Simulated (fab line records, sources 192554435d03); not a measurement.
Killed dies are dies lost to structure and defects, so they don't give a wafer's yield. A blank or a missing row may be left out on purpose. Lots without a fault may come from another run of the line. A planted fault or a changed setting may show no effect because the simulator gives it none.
fab line records | flow n5_finfet
record lots=21 wafers=63 last_day=18
route steps=1938 shown BEOL_M2@908 BEOL_M3@969
lots that met no fault: from a run of the same line without faults
start_h: hours from the record's first day to the start of the lot's first wafer shown | wait_h: hours since the lot's step before | " the same as in the row above | L1.1+2: a row that stands for several wafers | - no value, or no start given | * or withheld: withheld | < > ~ a bound
route shown NAME@n: a module of which the file shows steps, and the number in the route of the first | usual: mean/standard deviation of fault-free wafers | same: alike in all rows | chamber/n: place in a boat | sites: the reading at each site | _std_site: their standard deviation | _edge_site: outer sites' mean less inner sites' | radius_mm: how far each site lies from the wafer's centre | mask NAME#n: copy n | behind: the tool/chamber that last shaped the wafer | hold: why the lot was held/for how many hours/how that ended | device: the transistor (n, p or np) that didn't switch | end of line: the same wafers' tests at the end of the route | a step without rows: its recipe alone | killed: dies lost to structure and defects at the first sort, not the wafer's yield | map: a wafer's dies, x killed, . not, _ none there
set.NAME: the setting as run; set.NAME@STEP: as run at that earlier step | model.NAME: the simulator's own value behind a step, which no gauge read
steps of the route over a sample of lots; a table a step, a row a wafer
services: from which hour (start_h, from the record's first day; less than 0 if before it) a tool's chamber was out of use, for how many hours, and why
## steps
# step N5_BEOL_M2_SPUTTER_81
# recipe material=Cu target_thk_a=45 temp_c=-20 chamber_pressure_pa=0.07 power_w=withheld time_s=8.29
# usual chuck_sensor_temp_C=-16.1/0.53 substrate_temp_c=-20.00/0.11 susceptor_temp_C=-20.01/0.11 throttle_valve_pct=30.1/1.1
# columns lot.wafer tool chamber start_h wait_h chuck_sensor_temp_C substrate_temp_c susceptor_temp_C throttle_valve_pct
L074.1 pvd_sputter-01 - 157.42 0.1 -15.9 -20.22 -20.06 29.7
L074.2 " - " " -16.2 -19.95 -20.18 29.8
L074.3 " - " " -15.6 -19.98 -20.15 30.0
L075.1 pvd_sputter-03 - 160.57 0.1 -15.2 -20.04 -19.94 30.1
L075.5 " - " " -16.3 -20.15 -19.95 31.0
L075.6 " - " " -16.2 -20.01 -19.82 28.4
L077.1 pvd_sputter-01 - 163.40 0.1 -16.0 -19.95 -20.05 29.8
L077.5 " - " " -15.5 -19.94 -20.06 29.8
L077.6 " - " " -16.5 -20.00 -19.95 29.7
L076.1 pvd_sputter-03 - 166.31 0.1 -16.2 -19.92 -19.75 28.2
L076.3 " - " " -16.2 -19.95 -19.93 31.0
L076.4 " - " " -15.2 -19.79 -20.11 30.4
L078.3 pvd_sputter-03 - 170.32 0.1 -15.2 -19.85 -19.85 30.5
L078.4 " - " " -16.3 -20.07 -19.95 31.2
L078.6 " - " " -16.2 -19.93 -19.97 28.4
L079.2 pvd_sputter-03 - 172.16 0.1 -16.3 -19.95 -19.93 28.6
L079.3 " - " " -16.4 -20.08 -19.77 31.2
L079.4 " - " " -16.4 -20.03 -20.09 31.2
L080.1 pvd_sputter-02 - 175.49 0.1 -17.5 -19.81 -20.03 29.8
L080.3 " - " " -16.2 -20.08 -19.99 31.1
L080.5 " - " " -16.2 -19.97 -19.94 30.9
L081.1 pvd_sputter-03 - 187.10 0.1 -15.8 -20.05 -19.84 30.0
L081.4 " - " " -16.4 -19.88 -20.10 31.2
L081.6 " - " " -15.7 -20.14 -19.82 30.2
L083.2 pvd_sputter-01 - 195.10 0.1 -16.0 -20.08 -20.04 29.5
L083.5 " - " " -16.0 -19.99 -20.16 31.7
L083.6 " - " " -16.2 -20.08 -20.10 29.7
L082.1 pvd_sputter-02 - 199.62 0.1 -16.2 -19.89 -20.00 30.9
L082.4 " - " " -16.3 -20.14 -20.06 31.0
L082.5 " - " " -16.3 -20.00 -20.05 31.2
L084.1 pvd_sputter-01 - 224.17 0.1 -16.2 -19.95 -19.83 29.7
L084.4 " - " " -16.2 -19.97 -20.14 32.1
L084.5 " - " " -16.2 -19.96 -20.20 32.1
L085.1 pvd_sputter-01 - 227.21 0.1 -15.7 -20.00 -20.30 30.1
L085.4 " - " " -16.2 -20.03 -19.89 29.8
L085.6 " - " " -15.9 -20.19 -19.92 32.0
L086.1 pvd_sputter-02 - 228.92 0.1 -16.1 -19.96 -19.80 28.5
L086.4 " - " " -16.2 -19.97 -19.97 30.6
L086.5 " - " " -16.3 -20.04 -20.09 28.3
L088.1 pvd_sputter-01 - 240.72 0.1 -16.0 -20.12 -20.17 29.7
L088.2 " - " " -16.1 -19.86 -19.97 31.9
L088.6 " - " " -16.3 -19.96 -19.90 29.8
L090.1 pvd_sputter-02 - 240.97 0.1 -17.6 -20.15 -20.03 29.3
L090.2 " - " " -16.3 -19.95 -20.19 30.8
L090.3 " - " " -16.2 -19.96 -20.09 28.6
L092.1 pvd_sputter-03 - 254.68 0.1 -16.4 -20.08 -19.91 28.5
L092.2 " - " " -16.4 -20.16 -20.10 31.3
L092.3 " - " " -15.1 -20.03 -19.93 30.6
L091.1 pvd_sputter-03 - 258.16 0.1 -15.2 -19.85 -20.04 30.4
L091.4 " - " " -16.3 -19.97 -20.06 28.7
L091.6 " - " " -15.2 -19.89 -19.98 30.6
L093.3 pvd_sputter-03 - 260.14 0.1 -15.2 -20.14 -20.05 30.9
L093.4 " - " " -16.4 -19.77 -20.09 31.3
L093.6 " - " " -16.2 -19.86 -20.01 31.4
L094.1 pvd_sputter-03 - 264.44 0.1 -15.9 -20.07 -19.91 29.9
L094.4 " - " " -16.3 -20.22 -20.04 31.3
L094.6 " - " " -16.2 -19.88 -19.98 28.4
L095.2 pvd_sputter-02 - 271.68 0.1 -16.3 -20.00 -20.11 30.5
L095.3 " - " " -17.5 -19.93 -20.10 29.7
L095.6 " - " " -16.4 -20.14 -20.04 30.5
L096.1 pvd_sputter-02 - 280.66 0.1 -16.1 -19.83 -19.84 28.2
L096.2 " - " " -17.3 -20.14 -20.24 29.4
L096.5 " - " " -17.3 -20.03 -20.03 29.6
# step N5_BEOL_M2_SPUTTER_90
# recipe material=Cu target_thk_a=45 temp_c=-20 chamber_pressure_pa=0.07 power_w=withheld time_s=8.29
# usual chuck_sensor_temp_C=-16.1/0.52 substrate_temp_c=-19.99/0.11 susceptor_temp_C=-20.00/0.11 throttle_valve_pct=30.1/1.1
# columns lot.wafer tool chamber start_h wait_h chuck_sensor_temp_C substrate_temp_c susceptor_temp_C throttle_valve_pct
L074.1 pvd_sputter-01 - 158.08 0.1 -16.0 -20.09 -20.04 29.4
L074.2 " - " " -16.4 -19.92 -20.08 29.4
L074.3 " - " " -15.6 -20.00 -20.18 30.2
L075.1 pvd_sputter-03 - 161.23 0.1 -15.2 -19.98 -19.99 30.7
L075.5 " - " " -16.4 -20.10 -20.12 31.2
L075.6 " - " " -16.1 -19.88 -19.84 28.5
L077.1 pvd_sputter-01 - 164.06 0.1 -16.0 -20.12 -19.88 29.4
L077.5 " - " " -15.7 -20.04 -19.90 30.0
L077.6 " - " " -16.4 -20.29 -19.94 29.6
L076.1 pvd_sputter-03 - 166.97 0.1 -16.1 -19.90 -19.85 28.4
L076.3 " - " " -16.3 -20.04 -19.98 31.1
L076.4 " - " " -15.3 -19.86 -20.09 30.2
L078.3 pvd_sputter-03 - 170.98 0.1 -15.1 -20.14 -19.87 30.1
L078.4 " - " " -16.6 -19.75 -20.13 31.3
L078.6 " - " " -16.2 -20.08 -19.93 28.4
L079.2 pvd_sputter-03 - 172.82 0.1 -16.3 -20.11 -20.20 28.5
L079.3 " - " " -16.2 -20.14 -20.05 31.1
L079.4 " - " " -16.4 -20.11 -20.04 31.5
L080.1 pvd_sputter-02 - 176.15 0.1 -17.4 -19.78 -19.93 29.6
L080.3 " - " " -16.1 -19.99 -19.94 30.9
L080.5 " - " " -16.3 -20.03 -20.17 30.7
L081.1 pvd_sputter-03 - 187.76 0.1 -15.6 -19.86 -19.99 30.2
L081.4 " - " " -16.4 -20.01 -20.06 31.2
L081.6 " - " " -15.7 -19.82 -20.05 30.0
L083.2 pvd_sputter-01 - 195.76 0.1 -16.0 -19.99 -20.18 29.5
L083.5 " - " " -16.1 -19.93 -19.95 31.8
L083.6 " - " " -16.1 -20.01 -20.21 29.8
L082.1 pvd_sputter-02 - 200.28 0.1 -16.2 -19.86 -19.96 30.7
L082.4 " - " " -16.1 -19.97 -19.93 31.2
L082.5 " - " " -16.1 -20.03 -19.90 31.2
L084.1 pvd_sputter-01 - 224.83 0.1 -16.0 -19.99 -19.99 29.7
L084.4 " - " " -16.1 -19.81 -20.21 32.0
L084.5 " - " " -16.2 -19.85 -20.17 31.7
L085.1 pvd_sputter-01 - 227.87 0.1 -15.6 -20.02 -20.05 30.1
L085.4 " - " " -16.0 -19.98 -20.04 29.8
L085.6 " - " " -16.0 -20.04 -19.94 32.2
L086.1 pvd_sputter-02 - 229.58 0.1 -16.3 -19.99 -20.03 28.5
L086.4 " - " " -16.2 -20.08 -20.11 30.7
L086.5 " - " " -16.2 -20.07 -19.95 28.4
L088.1 pvd_sputter-01 - 241.38 0.1 -16.1 -20.06 -20.19 29.5
L088.2 " - " " -16.2 -20.02 -20.14 32.3
L088.6 " - " " -16.4 -19.99 -19.89 29.8
L090.1 pvd_sputter-02 - 241.63 0.1 -17.4 -20.00 -20.00 29.6
L090.2 " - " " -16.2 -19.89 -19.92 30.5
L090.3 " - " " -16.1 -20.13 -19.98 28.5
L092.1 pvd_sputter-03 - 255.34 0.1 -16.2 -19.92 -20.04 28.4
L092.2 " - " " -16.5 -20.14 -19.91 31.4
L092.3 " - " " -15.2 -19.82 -19.94 30.5
L091.1 pvd_sputter-03 - 258.82 0.1 -15.3 -19.88 -20.13 30.4
L091.4 " - " " -16.2 -19.79 -20.00 28.6
L091.6 " - " " -15.1 -20.09 -20.04 30.4
L093.3 pvd_sputter-03 - 260.80 0.1 -15.3 -19.92 -19.90 30.3
L093.4 " - " " -16.3 -20.02 -19.98 31.2
L093.6 " - " " -16.4 -19.81 -20.02 31.4
L094.1 pvd_sputter-03 - 265.10 0.1 -15.6 -20.04 -19.98 30.0
L094.4 " - " " -16.4 -20.00 -20.05 31.3
L094.6 " - " " -16.2 -19.93 -19.71 28.6
L095.2 pvd_sputter-02 - 272.34 0.1 -16.2 -19.83 -20.08 30.6
L095.3 " - " " -17.3 -19.87 -20.24 29.7
L095.6 " - " " -16.4 -20.11 -20.14 30.6
L096.1 pvd_sputter-02 - 281.32 0.1 -16.3 -20.02 -19.91 28.5
L096.2 " - " " -17.5 -19.89 -19.94 29.7
L096.5 " - " " -17.5 -19.82 -19.90 29.5
# step N5_BEOL_M2_ANNEAL_95
# recipe temp_c=400 time_s=240 ambient=vacuum
# usual heater_power_w=822/95 susceptor_temp_C=400.00/0.19
# columns lot.wafer tool chamber start_h wait_h heater_power_w susceptor_temp_C
L074.1 pvd_sputter-01 - 158.60 0.0 958 400.21
L074.2 " - " " 941 399.99
L074.3 " - " " 617 399.79
L075.1 pvd_sputter-03 - 161.75 0.0 905 400.24
L075.5 " - " " 846 399.98
L075.6 " - " " 874 399.90
L077.1 pvd_sputter-01 - 164.58 0.0 964 400.10
L077.5 " - " " 618 399.87
L077.6 " - " " 916 400.21
L076.1 pvd_sputter-03 - 167.49 0.0 890 400.02
L076.3 " - " " 850 400.15
L076.4 " - " " 895 400.12
L078.3 pvd_sputter-03 - 171.50 0.0 905 399.97
L078.4 " - " " 837 399.88
L078.6 " - " " 858 400.28
L079.2 pvd_sputter-03 - 173.34 0.0 879 400.04
L079.3 " - " " 821 399.77
L079.4 " - " " 836 400.04
L080.1 pvd_sputter-02 - 176.67 0.0 720 400.10
L080.3 " - " " 904 399.82
L080.5 " - " " 748 399.89
L081.1 pvd_sputter-03 - 188.28 0.0 805 400.01
L081.4 " - " " 822 399.95
L081.6 " - " " 851 399.93
L083.2 pvd_sputter-01 - 196.28 0.0 951 400.49
L083.5 " - " " 723 399.97
L083.6 " - " " 936 400.09
L082.1 pvd_sputter-02 - 200.80 0.0 775 400.29
L082.4 " - " " 920 399.97
L082.5 " - " " 924 400.03
L084.1 pvd_sputter-01 - 225.35 0.0 961 400.06
L084.4 " - " " 719 399.89
L084.5 " - " " 706 400.33
L085.1 pvd_sputter-01 - 228.39 0.0 627 399.76
L085.4 " - " " 933 400.28
L085.6 " - " " 708 400.44
L086.1 pvd_sputter-02 - 230.10 0.0 785 399.83
L086.4 " - " " 765 399.99
L086.5 " - " " 786 400.16
L088.1 pvd_sputter-01 - 241.90 0.0 965 400.42
L088.2 " - " " 708 400.15
L088.6 " - " " 921 400.15
L090.1 pvd_sputter-02 - 242.15 0.0 698 400.24
L090.2 " - " " 747 400.07
L090.3 " - " " 780 399.81
L092.1 pvd_sputter-03 - 255.86 0.0 873 400.00
L092.2 " - " " 828 399.85
L092.3 " - " " 919 399.95
L091.1 pvd_sputter-03 - 259.34 0.0 915 400.17
L091.4 " - " " 882 399.91
L091.6 " - " " 899 400.30
L093.3 pvd_sputter-03 - 261.32 0.0 891 399.99
L093.4 " - " " 833 399.96
L093.6 " - " " 847 399.82
L094.1 pvd_sputter-03 - 265.62 0.0 829 399.79
L094.4 " - " " 846 400.39
L094.6 " - " " 897 399.99
L095.2 pvd_sputter-02 - 272.86 0.0 745 400.32
L095.3 " - " " 700 399.52
L095.6 " - " " 753 399.95
L096.1 pvd_sputter-02 - 281.84 0.0 772 399.96
L096.2 " - " " 725 400.04
L096.5 " - " " 732 399.90
# step N5_BEOL_M3_DESCUM_33
# recipe chemistry=O2 time_s=7 source_power_w=50 bias_power_w=20 pressure_mtorr=20 rf_frequency_hz=2.712e+07 temp_c=40 resist=CAR-EUV o2_flow_sccm=225
# usual drypump_motor_current_A=5.7/0.34 o2_flow_sccm=225.0/0.8 oes_product_au=0.79/0.082 rf_vpp_V=242.9/1.5 showerhead_plenum_p_Torr=2.08/0.081 throttle_valve_pct=20.45/0.26
# columns lot.wafer tool chamber start_h wait_h drypump_motor_current_A o2_flow_sccm oes_product_au rf_hours_counter_h rf_vpp_V showerhead_plenum_p_Torr throttle_valve_pct
L074.1 rie_diel-02 3 162.32 0.0 5.5 224.5 0.76 153 242.8 2.09 20.52
L074.2 " 0 " " 5.4 224.8 0.70 233 244.3 2.15 20.40
L074.3 " 1 " " 6.3 225.2 0.81 95 244.8 2.21 20.81
L075.1 rie_diel-06 0 165.54 0.0 5.7 224.7 0.82 98 245.6 2.19 20.43
L075.5 " 1 " " 5.9 225.4 0.76 - 240.0 1.94 20.92
L075.6 " 0 " " 5.8 224.1 0.81 - 244.0 2.19 20.44
L077.1 rie_diel-05 0 169.63 0.1 6.1 225.9 0.73 160 243.7 2.08 20.35
L077.5 " 2 " " 6.1 225.2 0.71 - 243.1 2.16 20.23
L077.6 " 3 " " 5.6 224.5 0.94 - 243.7 2.05 20.21
L076.1 rie_diel-05 1 170.75 0.0 5.2 224.3 0.89 22 242.5 2.04 20.32
L076.3 " 2 " " 6.1 225.1 0.71 202 244.9 2.16 20.22
L076.4 " 3 " " 5.6 225.0 0.95 11 243.7 2.05 20.21
L078.3 rie_diel-06 2 175.88 0.0 5.9 225.9 0.72 164 241.4 2.01 20.80
L078.4 " 0 " " 5.8 224.4 0.81 - 243.8 2.19 20.44
L078.6 " 2 " " 5.9 226.0 0.72 - 241.0 2.01 20.79
L079.2 rie_diel-02 0 177.41 0.4 5.4 223.4 0.70 237 242.7 2.15 20.43
L079.3 " 3 " " 5.5 223.6 0.76 158 242.4 2.09 20.52
L079.4 " 1 " " 6.4 225.2 0.80 99 244.9 2.21 20.80
L080.1 rie_diel-05 1 179.69 0.0 5.2 226.8 0.89 24 241.6 2.04 20.33
L080.3 " 2 " " 6.0 225.0 0.71 204 244.4 2.16 20.23
L080.5 " 0 " " 6.2 224.4 0.73 - 244.1 2.08 20.36
L081.1 rie_diel-06 3 194.01 0.0 5.3 225.0 0.99 5 244.6 2.23 20.00
L081.4 " 2 " " 5.9 223.7 0.73 170 242.7 2.01 20.79
L081.6 " 0 " " 5.7 224.0 0.80 - 244.1 2.19 20.46
L083.2 rie_diel-06 3 200.78 0.0 5.3 225.2 0.96 7 244.7 2.23 19.99
L083.5 " 1 " " 5.9 224.7 0.75 - 240.9 1.94 20.93
L083.6 " 2 " " 5.9 224.8 0.71 - 242.8 2.00 20.78
L082.1 rie_diel-05 1 208.46 0.0 5.2 225.1 0.88 32 243.7 2.04 20.33
L082.4 " 3 " " 5.6 224.9 0.92 22 241.8 2.04 20.23
L082.5 " 1 " " 5.2 225.1 0.89 - 242.4 2.04 20.35
L084.1 rie_diel-05 1 230.41 0.0 5.2 225.4 0.87 38 244.6 2.04 20.35
L084.4 " 2 " " 6.0 226.5 0.69 219 243.5 2.16 20.25
L084.5 " 0 " " 6.2 222.8 0.72 - 242.9 2.08 20.39
L085.1 rie_diel-05 0 232.31 0.0 6.2 225.2 0.72 178 243.3 2.08 20.38
L085.4 " 2 " " 6.0 225.7 0.69 219 243.0 2.15 20.25
L085.6 " 1 " " 5.2 225.0 0.87 - 242.3 2.04 20.34
L086.1 rie_diel-05 3 233.66 0.2 5.6 225.1 0.90 30 241.3 2.04 20.23
L086.4 " 0 " " 6.1 225.4 0.72 179 242.0 2.08 20.40
L086.5 " 0 " " 6.2 225.4 0.72 - 243.5 2.08 20.39
L088.1 rie_diel-02 2 244.81 0.0 5.4 224.7 0.76 133 243.0 2.01 20.36
L088.2 " 3 " " 5.5 225.1 0.74 182 242.9 2.08 20.56
L088.6 " 2 " " 5.5 225.2 0.76 - 242.5 2.01 20.36
L090.1 rie_diel-02 2 245.00 0.0 5.5 225.7 0.76 133 243.1 2.01 20.35
L090.2 " 3 " " 5.5 224.1 0.74 182 243.0 2.08 20.56
L090.3 " 1 " " 6.3 224.6 0.78 119 243.3 2.20 20.84
L092.1 rie_diel-05 1 258.78 0.0 5.2 225.7 0.85 46 240.6 2.04 20.36
L092.2 " 2 " " 6.0 223.9 0.70 227 244.6 2.15 20.27
L092.3 " 3 " " 5.5 225.1 0.89 38 240.7 2.04 20.23
L091.1 rie_diel-06 0 262.95 0.0 5.8 224.3 0.78 129 247.3 2.18 20.49
L091.4 " 1 " " 5.9 225.8 0.74 159 240.2 1.93 20.96
L091.6 " 2 " " 5.9 225.3 0.71 - 241.9 2.00 20.83
L093.3 rie_diel-06 2 267.02 0.0 5.9 224.7 0.71 190 243.0 2.00 20.83
L093.4 " 0 " " 5.8 224.4 0.79 131 243.6 2.18 20.48
L093.6 " 2 " " 5.9 223.6 0.71 - 242.3 2.00 20.83
L094.1 rie_diel-05 1 269.46 0.0 5.2 227.4 0.85 50 241.6 2.04 20.37
L094.4 " 3 " " 5.6 225.6 0.89 42 241.5 2.04 20.25
L094.6 " 0 " " 6.2 223.6 0.71 - 243.0 2.07 20.40
L095.2 rie_diel-05 3 276.30 0.0 5.5 224.3 0.88 44 242.6 2.04 20.25
L095.3 " 2 " " 6.1 225.4 0.70 233 243.2 2.15 20.26
L095.6 " 0 " " 6.2 224.4 0.72 - 244.4 2.07 20.41
L096.1 rie_diel-05 3 285.13 0.0 5.6 223.6 0.88 47 243.0 2.04 20.28
L096.2 " 1 " " 5.2 225.6 0.84 54 241.7 2.03 20.38
L096.5 " 0 " " 6.1 225.8 0.71 - 242.4 2.07 20.42
# step N5_BEOL_M3_ETCH_69
# recipe chemistry=CF4 target=SiARC target_depth_a=156 mask_material=CAR-EUV time_s=26 ion_energy_ev=80 pressure_mtorr=40 source_w=545 bias_w=36 Ar_flow_sccm=100 cf4_flow_sccm=100 ends=cleared
# usual cf4_flow_sccm=100.0/0.32 drypump_motor_current_A=5.7/0.34 etch_rf_on_time_s=25.8/0.34 oes_product_au=0.68/0.069 rf_vpp_V=184.0/1.4 showerhead_plenum_p_Torr=2.13/0.081 throttle_valve_pct=15.65/0.24
# columns lot.wafer tool chamber start_h wait_h cf4_flow_sccm drypump_motor_current_A etch_rf_on_time_s oes_product_au rf_hours_counter_h rf_vpp_V showerhead_plenum_p_Torr throttle_valve_pct
L074.1 rie_diel-02 3 162.37 0.0 100.0 5.5 26.6 0.64 153 184.2 2.14 15.73
L074.2 " 0 " " 99.4 5.4 26.4 0.60 233 185.3 2.20 15.67
L074.3 " 1 " " 99.8 6.3 26.0 0.67 95 184.5 2.25 15.91
L075.1 rie_diel-06 0 165.59 0.0 100.5 5.7 26.3 0.69 98 187.0 2.24 15.62
L075.5 " 1 " " 100.3 5.9 25.7 0.66 - 180.9 1.99 16.01
L075.6 " 0 " " 99.9 5.7 26.4 0.70 - 186.1 2.25 15.64
L077.1 rie_diel-05 0 169.68 0.0 99.8 6.1 25.5 0.62 160 183.7 2.15 15.64
L077.5 " 2 " " 99.9 6.0 26.0 0.62 - 184.0 2.21 15.47
L077.6 " 3 " " 99.8 5.6 25.5 0.81 - 184.0 2.11 15.37
L076.1 rie_diel-05 1 170.80 0.0 99.8 5.2 25.3 0.77 22 183.1 2.10 15.51
L076.3 " 2 " " 99.9 6.1 26.1 0.61 202 184.1 2.21 15.47
L076.4 " 3 " " 99.9 5.6 25.6 0.81 11 182.6 2.11 15.38
L078.3 rie_diel-06 2 175.93 0.0 100.1 5.8 26.1 0.62 164 183.1 2.06 15.94
L078.4 " 0 " " 99.6 5.7 26.3 0.69 - 185.8 2.24 15.64
L078.6 " 2 " " 100.1 5.9 26.2 0.62 - 184.4 2.05 15.95
L079.2 rie_diel-02 0 177.46 0.0 100.0 5.4 26.4 0.60 237 185.7 2.20 15.67
L079.3 " 3 " " 100.2 5.5 26.5 0.64 158 183.9 2.14 15.75
L079.4 " 1 " " 100.2 6.3 26.0 0.67 99 185.5 2.25 15.93
L080.1 rie_diel-05 1 179.74 0.0 100.2 5.2 25.6 0.75 24 184.1 2.10 15.51
L080.3 " 2 " " 99.6 6.0 25.8 0.61 204 185.2 2.21 15.48
L080.5 " 0 " " 99.8 6.2 25.5 0.62 - 184.4 2.14 15.64
L081.1 rie_diel-06 3 194.06 0.0 99.5 5.3 25.4 0.84 5 185.8 2.28 15.20
L081.4 " 2 " " 99.3 5.9 25.9 0.62 170 182.3 2.05 15.95
L081.6 " 0 " " 100.3 5.7 26.1 0.69 - 186.3 2.24 15.65
L083.2 rie_diel-06 3 200.83 0.0 100.3 5.3 25.5 0.83 7 185.4 2.28 15.21
L083.5 " 1 " " 100.3 5.9 25.5 0.65 - 180.9 1.99 16.03
L083.6 " 2 " " 100.0 5.9 26.4 0.62 - 182.0 2.05 15.97
L082.1 rie_diel-05 1 208.52 0.0 99.7 5.2 25.1 0.76 32 184.1 2.10 15.53
L082.4 " 3 " " 100.4 5.6 25.6 0.79 22 184.7 2.11 15.39
L082.5 " 1 " " 99.9 5.2 25.1 0.74 - 184.5 2.10 15.53
L084.1 rie_diel-05 1 230.46 0.0 100.0 5.2 26.0 0.72 38 183.2 2.10 15.53
L084.4 " 2 " " 100.6 6.0 26.0 0.60 219 184.4 2.20 15.48
L084.5 " 0 " " 99.6 6.1 25.8 0.61 - 182.2 2.14 15.68
L085.1 rie_diel-05 0 232.36 0.0 100.0 6.2 25.5 0.62 178 183.1 2.14 15.67
L085.4 " 2 " " 100.0 6.0 25.9 0.60 219 184.9 2.20 15.51
L085.6 " 1 " " 100.0 5.2 25.6 0.73 - 182.0 2.10 15.55
L086.1 rie_diel-05 3 233.71 0.0 100.3 5.6 25.9 0.77 30 183.8 2.10 15.40
L086.4 " 0 " " 99.8 6.2 25.6 0.61 179 184.7 2.14 15.66
L086.5 " 0 " " 100.3 6.2 25.5 0.62 - 184.9 2.14 15.66
L088.1 rie_diel-02 2 244.88 0.0 100.2 5.5 26.0 0.65 133 184.0 2.06 15.53
L088.2 " 3 " " 100.1 5.5 26.7 0.62 182 183.5 2.13 15.79
L088.6 " 2 " " 100.5 5.5 26.1 0.65 - 183.0 2.06 15.54
L090.1 rie_diel-02 2 245.05 0.0 99.8 5.5 25.9 0.66 133 183.6 2.06 15.53
L090.2 " 3 " " 99.5 5.5 26.3 0.63 183 182.9 2.13 15.79
L090.3 " 1 " " 100.2 6.4 25.5 0.66 119 187.0 2.24 15.96
L092.1 rie_diel-05 1 258.83 0.0 99.6 5.2 25.3 0.73 46 183.7 2.09 15.55
L092.2 " 2 " " 100.2 6.0 25.9 0.60 227 185.7 2.20 15.52
L092.3 " 3 " " 100.5 5.5 25.7 0.76 38 186.3 2.10 15.42
L091.1 rie_diel-06 0 263.00 0.0 99.9 5.8 26.1 0.67 129 184.8 2.23 15.68
L091.4 " 1 " " 99.7 5.9 25.8 0.64 159 181.2 1.98 16.07
L091.6 " 2 " " 100.1 5.9 26.5 0.60 - 182.9 2.05 15.98
L093.3 rie_diel-06 2 267.07 0.0 99.8 5.9 26.1 0.60 190 183.5 2.05 16.00
L093.4 " 0 " " 99.8 5.7 26.0 0.68 131 185.7 2.23 15.69
L093.6 " 2 " " 99.7 5.8 26.1 0.61 - 182.6 2.05 16.00
L094.1 rie_diel-05 1 269.51 0.0 100.2 5.2 25.6 0.72 50 183.0 2.09 15.54
L094.4 " 3 " " 99.7 5.6 25.6 0.76 42 182.5 2.10 15.45
L094.6 " 0 " " 99.8 6.1 25.7 0.61 - 183.7 2.14 15.68
L095.2 rie_diel-05 3 276.35 0.0 100.4 5.6 25.7 0.75 44 182.0 2.10 15.43
L095.3 " 2 " " 99.7 6.0 26.0 0.60 233 185.1 2.20 15.52
L095.6 " 0 " " 100.1 6.1 25.9 0.60 - 183.0 2.13 15.70
L096.1 rie_diel-05 3 285.18 0.0 99.8 5.6 25.9 0.74 47 184.0 2.10 15.46
L096.2 " 1 " " 100.1 5.2 25.5 0.72 54 182.9 2.09 15.58
L096.5 " 0 " " 100.1 6.2 25.7 0.61 - 183.2 2.13 15.70
# step N5_BEOL_M3_PRE_CLEAN_45
# recipe gas=H2/He time_s=30 temp_c=250
# usual heater_power_w=331/39 susceptor_temp_C=250.00/0.18
# columns lot.wafer tool chamber start_h wait_h heater_power_w susceptor_temp_C
L074.1 pvd_sputter-01 - 165.04 0.0 383 250.12
L074.2 " - " " 244 249.85
L074.3 " - " " 286 249.90
L075.1 pvd_sputter-03 - 178.02 0.0 345 250.08
L075.5 " - " " 333 250.11
L075.6 " - " " 367 249.95
L077.1 pvd_sputter-02 - 182.92 0.0 364 249.96
L077.5 " - " " 284 250.05
L077.6 " - " " 357 250.08
L076.1 pvd_sputter-01 - 183.63 0.0 375 250.09
L076.3 " - " " 245 250.34
L076.4 " - " " 287 249.72
L078.3 pvd_sputter-01 - 189.30 0.0 248 250.00
L078.4 " - " " 372 249.92
L078.6 " - " " 381 249.94
L079.2 pvd_sputter-01 - 189.50 0.0 377 249.90
L079.3 " - " " 291 250.21
L079.4 " - " " 244 249.90
L080.1 pvd_sputter-03 - 193.59 0.0 346 250.11
L080.3 " - " " 325 250.05
L080.5 " - " " 339 250.13
L081.1 pvd_sputter-03 - 202.53 0.0 334 249.86
L081.4 " - " " 354 250.19
L081.6 " - " " 338 249.85
L083.2 pvd_sputter-02 - 207.29 0.0 317 250.03
L083.5 " - " " 355 249.98
L083.6 " - " " 317 250.22
L082.1 pvd_sputter-03 - 221.20 0.0 334 249.90
L082.4 " - " " 332 250.22
L082.5 " - " " 344 250.14
L084.1 pvd_sputter-01 - 231.70 0.0 379 249.73
L084.4 " - " " 286 250.18
L084.5 " - " " 390 249.85
L085.1 pvd_sputter-03 - 236.18 0.0 351 250.17
L085.4 " - " " 332 249.89
L085.6 " - " " 362 249.94
L086.1 pvd_sputter-01 - 239.89 0.0 384 249.76
L086.4 " - " " 373 250.19
L086.5 " - " " 374 250.05
L088.1 pvd_sputter-03 - 250.69 0.0 340 250.03
L088.2 " - " " 327 250.02
L088.6 " - " " 368 249.94
L090.1 pvd_sputter-03 - 253.73 0.0 334 249.98
L090.2 " - " " 352 250.32
L090.3 " - " " 344 249.99
L092.1 pvd_sputter-02 - 261.34 0.0 309 250.11
L092.2 " - " " 310 249.91
L092.3 " - " " 292 249.97
L091.1 pvd_sputter-02 - 274.56 0.0 298 250.08
L091.4 " - " " 315 250.04
L091.6 " - " " 299 250.11
L094.1 pvd_sputter-03 - 279.71 0.0 330 250.02
L094.4 " - " " 347 250.27
L094.6 " - " " 337 249.95
L093.3 pvd_sputter-01 - 283.99 0.0 291 250.35
L093.4 " - " " 374 250.36
L093.6 " - " " 248 249.61
L095.2 pvd_sputter-02 - 287.10 0.0 363 250.07
L095.3 " - " " 304 250.08
L095.6 " - " " 313 249.57
L096.1 pvd_sputter-02 - 297.74 0.0 359 249.99
L096.2 " - " " 288 250.25
L096.5 " - " " 357 249.91
## services
# columns tool chamber start_h hours kind
pvd_sputter-02 - 137.70 5.1 repair
rie_diel-06 0 151.75 8.8 repair
rie_diel-06 3 160.69 - clean
rie_diel-06 3 160.69 - consumable_replace:focus_ring
rie_diel-06 3 160.69 - consumable_replace:showerhead
rie_diel-06 3 160.69 18.1 scheduled_down
rie_diel-06 3 160.69 18.1 vent_cycle
rie_diel-06 1 185.66 1.9 repair
rie_diel-02 2 186.31 1.2 repair
rie_diel-02 - 211.42 0.1 repair
rie_diel-02 0 219.73 - clean
rie_diel-02 0 219.73 - consumable_replace:focus_ring
rie_diel-02 1 234.79 10.1 repair
pvd_sputter-03 - 271.86 1.3 repair
rie_diel-05 0 290.58 14.1 repair
## key
fault none
